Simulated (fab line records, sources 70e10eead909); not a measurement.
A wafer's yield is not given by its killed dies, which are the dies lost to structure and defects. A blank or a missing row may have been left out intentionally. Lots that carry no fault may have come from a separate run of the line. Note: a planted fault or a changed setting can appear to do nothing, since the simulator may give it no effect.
The tool behind it: which one? :: flow nand-harc :: 21 wafers from 7 lots sampled at 5 of the route's 1302 steps

WHAT EACH GAUGE READ, for each wafer
NHARC_END_SORT_01.
lot: L877
measured: day 30 02:42
on: prober-02
killed-at-array: 114 110 139

WHICH TOOL RAN EACH LOT (tool, then ch and the chambers of the sampled wafers, then the start)
lot: L868
NHARC_A_CONTACT_ETCH_113: har-cap-etch-03 ch 1, day 22 08:29
NHARC_A_BONDPAD_DEGAS_25: pvd-sputter-01, day 23 21:19
NHARC_THIN_TSV_PRE_CLEAN_50: pvd-sputter-03, day 24 16:57 or earlier
NHARC_THIN_TSV_DEGAS_53: pvd-sputter-03, day 24 16:57

lot: L875
NHARC_A_CONTACT_ETCH_113: har-cap-etch-01 ch 0,1, day 25 13:26
NHARC_A_BONDPAD_DEGAS_25: pvd-sputter-03, day 27 03:30
NHARC_THIN_TSV_PRE_CLEAN_50: pvd-sputter-01, day 27 23:52 or earlier
NHARC_THIN_TSV_DEGAS_53: pvd-sputter-01, day 27 23:52

lot: L877
NHARC_A_CONTACT_ETCH_113: har-cap-etch-01 ch 0,1, day 26 14:52
NHARC_A_BONDPAD_DEGAS_25: pvd-sputter-02, day 28 10:11
NHARC_THIN_TSV_PRE_CLEAN_50: pvd-sputter-03, day 29 06:02 or earlier
NHARC_THIN_TSV_DEGAS_53: pvd-sputter-03, day 29 06:02

lot: L882
NHARC_A_CONTACT_ETCH_113: har-cap-etch-02 ch 0,1, day 28 16:00
NHARC_A_BONDPAD_DEGAS_25: pvd-sputter-01, day 30 13:11
NHARC_THIN_TSV_PRE_CLEAN_50: pvd-sputter-03, day 31 08:05 or earlier
NHARC_THIN_TSV_DEGAS_53: pvd-sputter-01, day 31 08:05

lot: L886
NHARC_A_CONTACT_ETCH_113: har-cap-etch-03 ch 0,1, day 29 14:14
NHARC_A_BONDPAD_DEGAS_25: pvd-sputter-01, day 31 04:08
NHARC_THIN_TSV_PRE_CLEAN_50: pvd-sputter-01, day 31 23:06 or earlier
NHARC_THIN_TSV_DEGAS_53: pvd-sputter-03, day 31 23:06

lot: L888
NHARC_A_CONTACT_ETCH_113: har-cap-etch-02 ch 0,1, day 30 15:05
NHARC_A_BONDPAD_DEGAS_25: pvd-sputter-03, day 32 04:49
NHARC_THIN_TSV_PRE_CLEAN_50: pvd-sputter-03, day 33 00:50 or earlier
NHARC_THIN_TSV_DEGAS_53: pvd-sputter-02, day 33 00:50

lot: L890
NHARC_A_CONTACT_ETCH_113: har-cap-etch-03 ch 0,1, day 31 03:38
NHARC_A_BONDPAD_DEGAS_25: pvd-sputter-03, day 32 15:47
NHARC_THIN_TSV_PRE_CLEAN_50: pvd-sputter-02, day 33 10:44 or earlier
NHARC_THIN_TSV_DEGAS_53: pvd-sputter-02, day 33 10:44
- NHARC_A_CONTACT_ETCH_113: etches the open film in C4F8/O2/Ar, time 190 s, target depth 1850 nm.
- NHARC_A_BONDPAD_DEGAS_25: time 60 s.
- NHARC_THIN_TSV_PRE_CLEAN_50: time 30 s.
- NHARC_THIN_TSV_DEGAS_53: time 60 s.

THE ANSWER, worked out from the rows above alone
Rule: the usual values come from the lots themselves. The widest of any qualifying gaps counts: lots, ordered by their means at a reading, are off when they make up no more than a third of the lots, leave a main group of 4 or more, and stand apart from it by 3 or more times the standard deviation of that group's means. A main group is skipped when, at the precision printed for the reading in the tables above, its means are all equal. Also off: a lot with no number at a reading for which 4 or more lots have one. Any other lot the step has rows for is counted as sound.
None of the lots is off at any reading shown; this tells nothing.

WHAT THE SIMULATOR PUT IN
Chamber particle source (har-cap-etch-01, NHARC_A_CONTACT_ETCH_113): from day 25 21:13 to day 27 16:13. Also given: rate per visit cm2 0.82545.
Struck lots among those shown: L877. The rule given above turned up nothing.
